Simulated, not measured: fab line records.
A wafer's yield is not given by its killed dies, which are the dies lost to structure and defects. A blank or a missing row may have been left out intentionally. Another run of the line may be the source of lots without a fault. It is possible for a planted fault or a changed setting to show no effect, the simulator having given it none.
Which tool was responsible?	flow n5Finfet	Sampling: 19 lots, 57 wafers, 2 of 1938 route steps

## WHAT THE GAUGES SHOWED, per wafer
N5_BEOL_M4_CD_MEAS_11: the cd target is 16.79 nm. Usual: cdNm at 16.81 nm, with a standard deviation of 0.26.
lot	measured	on	cdNm (nm)	flag
L074	day 7 20:17	cdSem-02	16.60 16.48 16.73	
L075	day 7 21:14	cdSem-03	16.74 16.13 16.62	
L076	day 8 03:22	cdSem-03	16.28 16.53 16.70	
L077	day 8 12:59	cdSem-03	16.82 16.90 16.87	
L078	day 8 15:57	cdSem-01	16.37 16.55 16.40	
L079	day 9 01:38	cdSem-01	17.05 16.81 17.17	
L080	day 9 02:05	cdSem-02	16.64 16.79 16.91	
L081	day 9 08:32	cdSem-02	16.75 16.68 17.03	
L083	day 9 17:40	cdSem-03	16.78 16.68 16.29	
L082	day 10 03:37	cdSem-01	17.00 16.45 16.74	
L086	day 10 19:45	cdSem-02	17.27 16.89 16.48	
L088	day 11 07:43	cdSem-03	17.06 16.73 16.94	
L089	day 11 08:22	cdSem-01	17.18 16.57 16.68	
L090	day 11 13:56	cdSem-01	16.76 16.80 16.99	
L091	day 11 19:08	cdSem-02	16.88 16.73 16.73	
L092	day 12 11:05	cdSem-01	16.79 16.91 17.54	
L094	day 12 20:44	cdSem-01	16.73 16.85 17.24	
L096	day 13 10:58	cdSem-03	17.00 17.21 17.33	
L097	day 13 21:58	cdSem-01	16.80 17.11 17.02	

N5_BEOL_M4_INSPECT_13: inspects for defects (brightfield). Usual: rawDefectCount at 414, with a standard deviation of 92.
lot	measured	on	rawDefectCount	flag
L074	day 7 20:23	defectInspect-02	423 414 367	
L075	day 7 21:20	defectInspect-02	419 442 388	
L076	day 8 03:27	defectInspect-02	535 579 490	
L077	day 8 13:05	defectInspect-01	395 392 312	
L078	day 8 16:07	defectInspect-01	394 511 589	
L079	day 9 01:43	defectInspect-02	551 579 554	
L080	day 9 02:11	defectInspect-01	390 355 273	
L081	day 9 08:37	defectInspect-02	398 399 347	
L083	day 9 17:45	defectInspect-02	299 452 346	
L082	day 10 03:42	defectInspect-02	529 478 615	
L086	day 10 19:50	defectInspect-01	420 388 370	
L088	day 11 07:49	defectInspect-01	369 314 392	
L089	day 11 08:27	defectInspect-01	281 381 539	
L090	day 11 14:01	defectInspect-02	514 392 294	
L091	day 11 19:13	defectInspect-01	418 295 349	
L092	day 12 11:10	defectInspect-01	340 306 398	
L094	day 12 20:50	defectInspect-01	489 333 305	
L096	day 13 11:03	defectInspect-01	443 475 442	
L097	day 13 22:03	defectInspect-01	392 420 422	

## WHAT TOOL EACH LOT RAN ON (gives the tool, then ch and the chambers of the sampled wafers, and finally the start)
Before these readings, the record contains no process step.

## WHAT THE TOOLS THEMSELVES READ (means of the sampled wafers that have a number; where no wafer has one, the mark that the record gives instead)
The record holds no such reading with a usual standard deviation.

## THE ANSWER, worked out from the rows above alone
Rule: take the mean of a lot's wafers that have a number; if it is more than 3 standard deviations from the usual mean, the lot is off. A lot without any number at a reading at which 4 lots or more have one is off too. Any other lot the step has rows for is counted as sound. The gauges are gone through in route order, then the tools' own readings, and for those a lot's mean is taken as printed above. The first step at which some lot is off is used, and at that step the reading that is off furthest; a lot without a number counts as furthest.
Nothing can be told from this: no lot is off at any reading shown.

## WHAT THE SIMULATOR HAD PUT IN
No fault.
